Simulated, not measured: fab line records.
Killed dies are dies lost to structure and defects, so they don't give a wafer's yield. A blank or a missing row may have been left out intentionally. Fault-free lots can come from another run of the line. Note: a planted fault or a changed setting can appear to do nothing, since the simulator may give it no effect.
Chamber matching :: flow nandHarc :: NHARC_A_STAIRCASE_TRIM_12 on rieDiel-08: 4 sister chambers
The step chemistry O2, time 211.2 s. 4 wafers are shown with their chamber, then 9 later ones without.

== EACH WAFER AND ITS CHAMBER ==
wafer: L082.3
chamber: 1
showerheadPlenumPTorr (Torr): 3.29

wafer: L086.3
chamber: 2
showerheadPlenumPTorr (Torr): 3.51

wafer: L086.5
chamber: 0
showerheadPlenumPTorr (Torr): 3.76

wafer: L086.6
chamber: 3
showerheadPlenumPTorr (Torr): 3.33

== WAFERS WITH NO CHAMBER GIVEN ==
wafer: L090.1
showerheadPlenumPTorr (Torr): 3.33

wafer: L090.2
showerheadPlenumPTorr (Torr): 3.76

wafer: L090.5
showerheadPlenumPTorr (Torr): 3.33

wafer: L089.1
showerheadPlenumPTorr (Torr): 3.76

wafer: L089.5
showerheadPlenumPTorr (Torr): 3.76

wafer: L089.6
showerheadPlenumPTorr (Torr): 3.33

wafer: L097.1
showerheadPlenumPTorr (Torr): 3.81

wafer: L097.3
showerheadPlenumPTorr (Torr): 3.50

wafer: L097.4
showerheadPlenumPTorr (Torr): 3.74

== THE CHAMBER EACH PASSED THROUGH ==
wafer: L090.1
from the rows above: 3
in truth: 3

wafer: L090.2
from the rows above: 0
in truth: 0

wafer: L090.5
from the rows above: 3
in truth: 3

wafer: L089.1
from the rows above: 0
in truth: 0

wafer: L089.5
from the rows above: 0
in truth: 0

wafer: L089.6
from the rows above: 3
in truth: 3

wafer: L097.1
from the rows above: 0
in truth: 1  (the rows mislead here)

wafer: L097.3
from the rows above: 2
in truth: 2

wafer: L097.4
from the rows above: 0
in truth: 0
Placed correctly: 8 of 9. Left unplaced by these rows: 0. Placed wrongly: 1.
How it was worked out, from the rows above alone: a wafer's distance from a chamber is the root of the sum, over the readings, of the square of ((its reading less the chamber's mean) divided by the reading's scatter). The wafer belongs to the nearest chamber; if the next one is less than 2 further off, it can't be placed. Each chamber's mean is taken over the wafers shown for it. The scatter: with one shown wafer a chamber, the root of the mean of the squares of how far each hidden wafer lies from its nearest shown one.
